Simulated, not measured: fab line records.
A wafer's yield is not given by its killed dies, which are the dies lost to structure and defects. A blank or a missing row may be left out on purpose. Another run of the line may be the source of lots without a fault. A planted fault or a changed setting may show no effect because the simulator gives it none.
A lot that was struck, set against a sound lot	flow nand harc	14 out of 1302 route steps
Sound: the wafers L671.2, L671.4, L671.6. Wafers L680.2, L680.4, L680.5 were the ones struck. The cause is given at the end.
Per side, at each step with rows, come the tool, then ch with its chambers, and then its first start. Under that, the readings that differ: sound wafers	struck wafers	difference of the means	sigmas: that difference in standard deviations of wafers without a fault.
alike: same words and numbers on both sides, and readings whose means sit less than 2 such deviations apart. not compared: any withheld reading, any reading some wafer has no value for, any bound like >300 that may hide the same value, and any number with overlapping values for which the record gives no deviation.
A row with sigmas, a row that says differs or no value, or rows on one side alone: a step with any of these is where the two part. Non-overlapping numbers with no deviation appear without sigmas and do not part them. A reading missing from all wafers of one side parts the sides only when that side holds two or more wafers.

NHARC_A_BLC_PVD_32: deposits Ti, target thk 5 nm, time 17.7 s.
  sound on pvd sputter-03; struck on pvd sputter-03
  alike: throttle valve pct
NHARC_A_BLC_ALD_23: deposits TiN, target thk 3 nm, pulse time 1 s, ald cycles 150.
  sound on ald metal-03 ch 1,2,3, day 24 02:04; struck on ald metal-02 ch 0,1,3, day 27 17:47
  alike: heater power w, precursor pulse height rel, susceptor temp C
NHARC_A_BLC_CVD_24: deposits W, target thk 150 nm, time 434 s.
  sound: cvd w-02 ch 0,1; struck: cvd w-01 ch 0,1
reading	sound	struck	difference	sigmas
susceptor temp C (C)	300.22 299.72 300.12	- - -	no value on the struck wafers	
  alike: heater power w, throttle valve pct
NHARC_A_BLC_CMP_25: polishes, t overpolish 30 s, target thk 150 nm.
  sound on cmp-04 ch 2,3, day 24 02:53; struck on cmp-03 ch 1,2,3, day 27 18:29
  alike: motor current A, overpolish run s, time to endpoint s
then, 1 step without rows for these wafers: NHARC_A_BLC_SRD_27.
NHARC_A_BLC_INSPECT_28:
  sound: defect inspect-01 at day 24 03:17; struck: defect inspect-01 at day 27 18:53
  alike: raw defect count
then, 5 steps without rows for these wafers: NHARC_A_M0_DEP_00 (deposits SiOC, target thk 150 nm); NHARC_A_M0_DEHYDRATE_01 (time 120 s); NHARC_A_M0_HMDS_02 (time 30 s); NHARC_A_M0_COAT_33 (time 65 s); NHARC_A_M0_COAT_03 (resist thk 90 nm).
NHARC_A_M0_SOFTBAKE_04: time 55 s.
  sound on litho track-01 ch 0, day 24 03:00; struck on litho track-06 ch 0, day 27 19:00
reading	sound	struck	difference	sigmas
heater power total W (W)	188.36 188.54 188.42	322.95 323.14 323.09	+134.62	+99 or more
  alike: chill plate temp C
then, 1 step without rows for these wafers: NHARC_A_M0_EBR_05.
NHARC_END_SORT_01:
  sound on prober-02 ch 0, day 26 04:20; struck on prober-02 ch 0, day 29 11:10
reading	sound	struck	difference	sigmas
defect limited yield (%)	88.5 89.4 87.6	95.3 95.0 93.9	+6.2	+2
killed at array	74 66 81	24 28 32	-46	-2
killed at other	1 0 1	3 3 2	+2	+2
killed dies	78 72 84	32 34 41	-42	-2
  alike: killed at periphery, killed open, killed short

WHERE THEY PART
At NHARC_A_BLC_CVD_24 first; at NHARC_END_SORT_01 last (within this record only).

WHY: the cause the simulator had injected
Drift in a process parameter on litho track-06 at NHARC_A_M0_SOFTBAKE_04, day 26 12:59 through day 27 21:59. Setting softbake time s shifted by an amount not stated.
